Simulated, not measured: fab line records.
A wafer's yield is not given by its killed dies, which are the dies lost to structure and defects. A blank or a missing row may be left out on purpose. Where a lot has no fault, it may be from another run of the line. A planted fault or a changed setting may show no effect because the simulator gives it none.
A lot that was struck, set against a sound lot + flow n5 finfet + 20 steps out of a route of 1938
Sound: these wafers, L717.1, L717.3, L717.6. The struck wafers were L724.1, L724.5, L724.6. At the end, the cause is stated.
Order at every step that has rows: each side's tool, ch and its chambers, its first start. Under that, the readings that differ: sound wafers + struck wafers + difference of the means + sigmas: that difference in standard deviations of wafers without a fault.
alike: same words and numbers on both sides, and readings whose means sit less than 2 such deviations apart. not compared: any withheld reading, any reading some wafer has no value for, any bound like >300 that may hide the same value, and any number with overlapping values for which the record gives no deviation.
A row with sigmas, a row that says differs or no value, or rows on one side alone: a step with any of these is where the two part. When numbers do not overlap yet have no deviation, they are printed without sigmas and do not part them. A reading missing from all wafers of one side parts the sides only when that side holds two or more wafers.

first, 1 step without rows for these wafers: N5_BEOL_M0_SAQP_DESCUM_19 (chemistry O2, time 7.9 s).
N5_BEOL_M0_SAQP_ETCH_83: etches SiARC in CF4, target depth 39 nm, time 65 s.
  sound on rie diel-06 ch 0,2,3, day 5 21:35; struck on rie diel-06 ch 2,3, day 7 07:37
  alike: drypump motor current A, etch rf on time s, oes product au, rf fwd power W, rf vpp V, showerhead plenum p Torr, throttle valve pct
  not compared: rf hours counter h
then, 4 steps without rows for these wafers: N5_BEOL_M0_SAQP_ETCH_84 (etches SOC in N2/H2, target depth 100 nm, overetch 20 nm, time 150 s); N5_BEOL_M0_SAQP_STRIP_80 (strips in N2/H2); N5_BEOL_M0_SAQP_HM_OPEN_112 (chemistry CHF3/O2, target SiO2, stops on a-Si, target depth 12 nm, time 13.5 s); N5_BEOL_M0_SAQP_STRIP_113 (strips in CHF3/O2).
N5_BEOL_M0_SAQP_MANDREL_ETCH_20: etches a-Si in HBr/Cl2, stops on SiNx, target depth 60 nm, bt time 10 s, time 30 s.
  sound on rie si-03 ch 1,2, day 5 21:49; struck on rie si-03 ch 0,3, day 7 07:52
  alike: drypump motor current A, mfc cl2 sccm, oes product au, rf fwd power W, throttle valve pct
  not compared: rf hours counter h
N5_BEOL_M0_SAQP_STRIP_86: strips in N2/H2.
  sound on rie diel-01 ch 0,2,3, day 5 22:07; struck on rie diel-06 ch 1,2, day 7 07:58
  alike: drypump motor current A, oes product au, rf vpp V, showerhead plenum p Torr, temp c, throttle valve pct
  not compared: rf hours counter h
then, 2 steps without rows for these wafers: N5_BEOL_M0_SAQP_STRIP_115 (strips in post etch residue remover, time 60 s); N5_BEOL_M0_SAQP_SRD_93 (time 30 s).
N5_BEOL_M0_SAQP_RECESS_114: chemistry HF/NH3, target SiO2, target depth 14.4 nm, afs cycles 3, sublimation time 60 s.
  sound on vapor etch-01 ch 0, day 5 22:15; struck on vapor etch-01 ch 0,1, day 7 08:08
  alike: drypump motor current A, foreline p Torr, temp c
then, 1 step without rows for these wafers: N5_BEOL_M0_SAQP_SPACER1_ALD_98 (deposits SiO2, target thk 12.8 nm, pulse time 1 s, purge time 2 s).
N5_BEOL_M0_SAQP_SPACER1_ETCHBACK_99: etches SiO2 in CHF3/O2, target depth 15.4 nm, time 7.7 s.
  sound on rie diel-05 ch 0,2, day 5 23:53; struck on rie diel-05 ch 0,1,2, day 7 08:59
  no value came back on the struck wafers for any of 8 readings (CHF3_flow_sccm (sccm), O2_flow_sccm (sccm) and others); on the sound wafers CHF3_flow_sccm (sccm) reads 50.10 50.30 49.99
  not compared: rf hours counter h
N5_BEOL_M0_SAQP_MANDREL1_REMOVE_100: chemistry HBr/Cl2/O2, target a-Si, stops on SiNx, bt time 10 s.
  sound on rie si-03 ch 0,2, day 5 23:59; struck on rie si-05 ch 0,1,2, day 7 09:04
| reading               | sound             | struck            | difference | sigmas |
|-----------------------|-------------------|-------------------|------------|--------|
| oes product au (a.u.) | 1.012 0.975 1.006 | 0.370 0.385 0.383 | -0.618     | -33    |
  alike: drypump motor current A, mfc cl2 sccm, rf fwd power W, throttle valve pct
  not compared: rf hours counter h
N5_BEOL_M0_SAQP_CD_MEAS_25: target cd 13.1 nm.
  sound on cd sem-03 ch 0, day 6 00:05; struck on cd sem-02 ch 0, day 7 09:11
| reading    | sound             | struck | difference                    | sigmas |
|------------|-------------------|--------|-------------------------------|--------|
| cd nm (nm) | 12.57 12.43 12.65 | - - -  | no value on the struck wafers |        |
N5_BEOL_M0_SAQP_ETCH_101: etches SiNx in CH3F/O2, target depth 29.9 nm, time 42.7 s.
  sound on rie diel-05 ch 1,2, day 6 00:08; struck on rie diel-01 ch 0,1, day 7 09:13
| reading               | sound          | struck         | difference | sigmas |
|-----------------------|----------------|----------------|------------|--------|
| oes product au (a.u.) | 0.71 0.75 0.72 | 0.29 0.27 0.29 | -0.44      | -7     |
  alike: drypump motor current A, rf fwd power W, rf vpp V, showerhead plenum p Torr, throttle valve pct
  not compared: rf hours counter h
N5_BEOL_M0_SAQP_ETCH_102: etches SiO2 in CF4, target depth 4 nm, time 4.4 s.
  sound on rie si-05 ch 0,2, day 6 00:14; struck on rie si-04 ch 2,3, day 7 09:20
  alike: drypump motor current A, oes product au, rf fwd power W, throttle valve pct
  not compared: rf hours counter h
N5_BEOL_M0_SAQP_MANDREL_ETCH_103: etches a-Si in HBr/Cl2, stops on SiCN, target depth 45 nm, bt time 10 s, time 27 s.
  sound on rie si-05 ch 0,2, day 6 00:16; struck on rie si-04 ch 2,3, day 7 09:22
| reading               | sound             | struck            | difference | sigmas |
|-----------------------|-------------------|-------------------|------------|--------|
| oes product au (a.u.) | 0.701 0.675 0.692 | 0.298 0.293 0.286 | -0.397     | -33    |
| rf fwd power W (W)    | 796 800 797       | 789 793 791       | -7         | -2     |
  alike: drypump motor current A, mfc cl2 sccm, throttle valve pct
  not compared: rf hours counter h
then, 1 step without rows for these wafers: N5_BEOL_M0_SAQP_RECESS_104 (chemistry HF/NH3, target SiO2, target depth 18 nm, afs cycles 3, sublimation time 60 s).
N5_BEOL_M4_RC_MEAS_101:
  the record has rows for the sound wafers here (prober-02 ch 0, day 8 05:22) and none for the struck ones

WHERE THEY PART
Earliest at N5_BEOL_M0_SAQP_SPACER1_ETCHBACK_99; latest, in this record, at N5_BEOL_M4_RC_MEAS_101.

WHY: what had been put in by the simulator
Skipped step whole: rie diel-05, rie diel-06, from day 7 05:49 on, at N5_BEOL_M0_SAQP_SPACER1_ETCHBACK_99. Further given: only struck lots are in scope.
